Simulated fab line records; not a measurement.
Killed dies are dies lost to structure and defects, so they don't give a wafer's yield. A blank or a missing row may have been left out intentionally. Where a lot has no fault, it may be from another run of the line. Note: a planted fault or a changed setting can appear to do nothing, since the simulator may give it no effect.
Split-lot study :: flow n5Finfet :: route with 1938 steps; 7 lots, 39 wafers read

== SPLIT DETAILS ==
At N5_BEOL_M2_VIA_ETCH_34 (etches the open film in C4F6/O2, target depth 69.4 nm, time 65.9 s), the setting targetDepthA was moved away from the recipe's 694 angstrom on 18 of the 39 wafers read, by -57.4% to +36.7%. The other wafers ran this setting at the recipe's value.

The reading is taken at the split's own step.

== THE READING ==
SOC_of_BEOL_M2_COAT_67.thkNm (the simulator's own value, which no gauge read), in nm, at N5_BEOL_M2_VIA_ETCH_34 (etches the open film in C4F6/O2, target depth 69.4 nm, time 65.9 s). There is no usual value for it anywhere in the file. Across the 21 wafers here that went through the recipe, the average is 52.0 nm and the standard deviation 0.25 nm.

wafer: L078.1
tool, chamber at the split: rieDiel-04, 1
targetDepthA as run, angstrom: 948.5
against the recipe: +36.7%
SOC_of_BEOL_M2_COAT_67.thkNm, nm: 49
against lot-mates on the recipe: -3.1

wafer: L078.2
tool, chamber at the split: rieDiel-04, 3
targetDepthA as run, angstrom: 948.5
against the recipe: +36.7%
SOC_of_BEOL_M2_COAT_67.thkNm, nm: 48.6
against lot-mates on the recipe: -3.5

wafer: L078.3
tool, chamber at the split: rieDiel-04, 2
targetDepthA as run, angstrom: 948.5
against the recipe: +36.7%
SOC_of_BEOL_M2_COAT_67.thkNm, nm: 48.8
against lot-mates on the recipe: -3.3

wafer: L078.4
tool, chamber at the split: rieDiel-04, 0
targetDepthA as run, angstrom: 694
against the recipe: recipe
SOC_of_BEOL_M2_COAT_67.thkNm, nm: 52.2
against lot-mates on the recipe: -

wafer: L078.5
tool, chamber at the split: rieDiel-04, 0
targetDepthA as run, angstrom: 694
against the recipe: recipe
SOC_of_BEOL_M2_COAT_67.thkNm, nm: 52.2
against lot-mates on the recipe: -

wafer: L078.6
tool, chamber at the split: rieDiel-04, 1
targetDepthA as run, angstrom: 694
against the recipe: recipe
SOC_of_BEOL_M2_COAT_67.thkNm, nm: 51.8
against lot-mates on the recipe: -

wafer: L081.1
tool, chamber at the split: rieDiel-02, 3
targetDepthA as run, angstrom: 295.6
against the recipe: -57.4%
SOC_of_BEOL_M2_COAT_67.thkNm, nm: 56.6
against lot-mates on the recipe: +4.7

wafer: L081.2
tool, chamber at the split: rieDiel-02, 2
targetDepthA as run, angstrom: 295.6
against the recipe: -57.4%
SOC_of_BEOL_M2_COAT_67.thkNm, nm: 56.6
against lot-mates on the recipe: +4.7

wafer: L081.3
tool, chamber at the split: rieDiel-02, 0
targetDepthA as run, angstrom: 694
against the recipe: recipe
SOC_of_BEOL_M2_COAT_67.thkNm, nm: 51.8
against lot-mates on the recipe: -

wafer: L081.4
tool, chamber at the split: rieDiel-02, 1
targetDepthA as run, angstrom: 694
against the recipe: recipe
SOC_of_BEOL_M2_COAT_67.thkNm, nm: 52
against lot-mates on the recipe: -

wafer: L081.5
tool, chamber at the split: rieDiel-02, 3
targetDepthA as run, angstrom: 694
against the recipe: recipe
SOC_of_BEOL_M2_COAT_67.thkNm, nm: 52
against lot-mates on the recipe: -

wafer: L081.6
tool, chamber at the split: rieDiel-02, 0
targetDepthA as run, angstrom: 295.6
against the recipe: -57.4%
SOC_of_BEOL_M2_COAT_67.thkNm, nm: 56.4
against lot-mates on the recipe: +4.5

wafer: L083.2
tool, chamber at the split: rieDiel-01, 0
targetDepthA as run, angstrom: 694
against the recipe: recipe
SOC_of_BEOL_M2_COAT_67.thkNm, nm: 52
against lot-mates on the recipe: -

wafer: L083.4
tool, chamber at the split: rieDiel-01, 1
targetDepthA as run, angstrom: 694
against the recipe: recipe
SOC_of_BEOL_M2_COAT_67.thkNm, nm: 51.8
against lot-mates on the recipe: -

wafer: L083.5
tool, chamber at the split: rieDiel-01, 3
targetDepthA as run, angstrom: 694
against the recipe: recipe
SOC_of_BEOL_M2_COAT_67.thkNm, nm: 52.2
against lot-mates on the recipe: -

wafer: L086.1
tool, chamber at the split: rieDiel-01, 1
targetDepthA as run, angstrom: 941.5
against the recipe: +35.7%
SOC_of_BEOL_M2_COAT_67.thkNm, nm: 48.8
against lot-mates on the recipe: -3.3

wafer: L086.2
tool, chamber at the split: rieDiel-01, 3
targetDepthA as run, angstrom: 694
against the recipe: recipe
SOC_of_BEOL_M2_COAT_67.thkNm, nm: 52.4
against lot-mates on the recipe: -

wafer: L086.3
tool, chamber at the split: rieDiel-01, 2
targetDepthA as run, angstrom: 941.5
against the recipe: +35.7%
SOC_of_BEOL_M2_COAT_67.thkNm, nm: 49
against lot-mates on the recipe: -3.1

wafer: L086.4
tool, chamber at the split: rieDiel-01, 0
targetDepthA as run, angstrom: 694
against the recipe: recipe
SOC_of_BEOL_M2_COAT_67.thkNm, nm: 52
against lot-mates on the recipe: -

wafer: L086.5
tool, chamber at the split: rieDiel-01, 0
targetDepthA as run, angstrom: 941.5
against the recipe: +35.7%
SOC_of_BEOL_M2_COAT_67.thkNm, nm: 49
against lot-mates on the recipe: -3.1

wafer: L086.6
tool, chamber at the split: rieDiel-01, 1
targetDepthA as run, angstrom: 694
against the recipe: recipe
SOC_of_BEOL_M2_COAT_67.thkNm, nm: 51.8
against lot-mates on the recipe: -

wafer: L089.1
tool, chamber at the split: rieDiel-04, 1
targetDepthA as run, angstrom: 803.7
against the recipe: +15.8%
SOC_of_BEOL_M2_COAT_67.thkNm, nm: 50.6
against lot-mates on the recipe: -1.1

wafer: L089.2
tool, chamber at the split: rieDiel-04, 3
targetDepthA as run, angstrom: 803.7
against the recipe: +15.8%
SOC_of_BEOL_M2_COAT_67.thkNm, nm: 50.2
against lot-mates on the recipe: -1.5

wafer: L089.3
tool, chamber at the split: rieDiel-04, 2
targetDepthA as run, angstrom: 694
against the recipe: recipe
SOC_of_BEOL_M2_COAT_67.thkNm, nm: 51.8
against lot-mates on the recipe: -

wafer: L089.4
tool, chamber at the split: rieDiel-04, 0
targetDepthA as run, angstrom: 694
against the recipe: recipe
SOC_of_BEOL_M2_COAT_67.thkNm, nm: 51.8
against lot-mates on the recipe: -

wafer: L089.5
tool, chamber at the split: rieDiel-04, 2
targetDepthA as run, angstrom: 803.7
against the recipe: +15.8%
SOC_of_BEOL_M2_COAT_67.thkNm, nm: 50.4
against lot-mates on the recipe: -1.3

wafer: L089.6
tool, chamber at the split: rieDiel-04, 3
targetDepthA as run, angstrom: 694
against the recipe: recipe
SOC_of_BEOL_M2_COAT_67.thkNm, nm: 51.4
against lot-mates on the recipe: -

wafer: L095.1
tool, chamber at the split: rieDiel-01, 0
targetDepthA as run, angstrom: 319.4
against the recipe: -54.0%
SOC_of_BEOL_M2_COAT_67.thkNm, nm: 56.2
against lot-mates on the recipe: +4.3

wafer: L095.2
tool, chamber at the split: rieDiel-01, 3
targetDepthA as run, angstrom: 694
against the recipe: recipe
SOC_of_BEOL_M2_COAT_67.thkNm, nm: 52.2
against lot-mates on the recipe: -

wafer: L095.3
tool, chamber at the split: rieDiel-01, 2
targetDepthA as run, angstrom: 319.4
against the recipe: -54.0%
SOC_of_BEOL_M2_COAT_67.thkNm, nm: 56.4
against lot-mates on the recipe: +4.5

wafer: L095.4
tool, chamber at the split: rieDiel-01, 1
targetDepthA as run, angstrom: 694
against the recipe: recipe
SOC_of_BEOL_M2_COAT_67.thkNm, nm: 51.8
against lot-mates on the recipe: -

wafer: L095.5
tool, chamber at the split: rieDiel-01, 1
targetDepthA as run, angstrom: 319.4
against the recipe: -54.0%
SOC_of_BEOL_M2_COAT_67.thkNm, nm: 56.2
against lot-mates on the recipe: +4.3

wafer: L095.6
tool, chamber at the split: rieDiel-01, 0
targetDepthA as run, angstrom: 694
against the recipe: recipe
SOC_of_BEOL_M2_COAT_67.thkNm, nm: 51.8
against lot-mates on the recipe: -

wafer: L096.1
tool, chamber at the split: rieDiel-02, 1
targetDepthA as run, angstrom: 502.5
against the recipe: -27.6%
SOC_of_BEOL_M2_COAT_67.thkNm, nm: 54.6
against lot-mates on the recipe: +2.3

wafer: L096.2
tool, chamber at the split: rieDiel-02, 0
targetDepthA as run, angstrom: 694
against the recipe: recipe
SOC_of_BEOL_M2_COAT_67.thkNm, nm: 52
against lot-mates on the recipe: -

wafer: L096.3
tool, chamber at the split: rieDiel-02, 3
targetDepthA as run, angstrom: 694
against the recipe: recipe
SOC_of_BEOL_M2_COAT_67.thkNm, nm: 52.4
against lot-mates on the recipe: -

wafer: L096.4
tool, chamber at the split: rieDiel-02, 2
targetDepthA as run, angstrom: 502.5
against the recipe: -27.6%
SOC_of_BEOL_M2_COAT_67.thkNm, nm: 54.6
against lot-mates on the recipe: +2.3

wafer: L096.5
tool, chamber at the split: rieDiel-02, 3
targetDepthA as run, angstrom: 694
against the recipe: recipe
SOC_of_BEOL_M2_COAT_67.thkNm, nm: 52.4
against lot-mates on the recipe: -

wafer: L096.6
tool, chamber at the split: rieDiel-02, 2
targetDepthA as run, angstrom: 502.5
against the recipe: -27.6%
SOC_of_BEOL_M2_COAT_67.thkNm, nm: 54.6
against lot-mates on the recipe: +2.3

THE FIT
A straight line over all 39 wafers: SOC_of_BEOL_M2_COAT_67.thkNm changes by -0.0831 nm for each +1% of targetDepthA; r = -0.99; the points scatter about the line by 0.25 nm.
The same after taking each lot's own level away (the mean of its wafers on the recipe; 39 wafers): -0.083 nm for each +1%; r = -1.00; scatter 0.19 nm.
According to that fit, moving targetDepthA by its largest amount changes the reading by 4.8 nm.
Across the lots, their own levels run from 51.67 to 52.27 nm, a range of 2.4 times the standard deviation given above.
The two slopes are in agreement: the lot-to-lot level therefore moves the slope only a little.
Check: for one of the wafers moved furthest among these (-57.4%), held out of the fit, the line's prediction against its lot-mates is +4.72 nm. Against them it came out at +4.67 nm.

== OTHER SPLITS ON THESE WAFERS ==
Other splits were also applied to these wafers ahead of the reading. Each is held against what the fit with the lots' levels taken away leaves over:
other split on the same wafers: N5_PMOS_HMC_CHANNEL_EPI_DEVELOP_08 developTimeS
wafers away from the commonest value: 18
r with SOC_of_BEOL_M2_COAT_67.thkNm (lot level and that fit taken away): -0.03

other split on the same wafers: N5_MOL_CONTACT_COAG_VIA_ETCH_46 targetDepthA
wafers away from the commonest value: 18
r with SOC_of_BEOL_M2_COAT_67.thkNm (lot level and that fit taken away): -0.10

other split on the same wafers: N5_BEOL_M0_SAQP_ILD_DEP_01 timeS
wafers away from the commonest value: 12
r with SOC_of_BEOL_M2_COAT_67.thkNm (lot level and that fit taken away): -0.18

== THE WHOLE CHAIN: every reading that the file lists as answering this split, in the file's order ==
step: N5_BEOL_M2_VIA_ETCH_34
what it does: etches the open film in C4F6/O2, target depth 69.4 nm, time 65.9 s
reading: etch.depthNm (the simulator's own value, which no gauge read)
change (the file's fit): +0.704 nm for each +1% of the setting
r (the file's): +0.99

step: N5_BEOL_M2_VIA_ETCH_34
what it does: etches the open film in C4F6/O2, target depth 69.4 nm, time 65.9 s
reading: SOC_of_BEOL_M2_COAT_67.thkNm (the simulator's own value, which no gauge read)
change (the file's fit): -0.0827 nm for each +1% of the setting
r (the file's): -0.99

== THE FILE'S OWN FIT ==
SOC_of_BEOL_M2_COAT_67.thkNm changes by -0.0827 nm for each +1% of targetDepthA, r = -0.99.
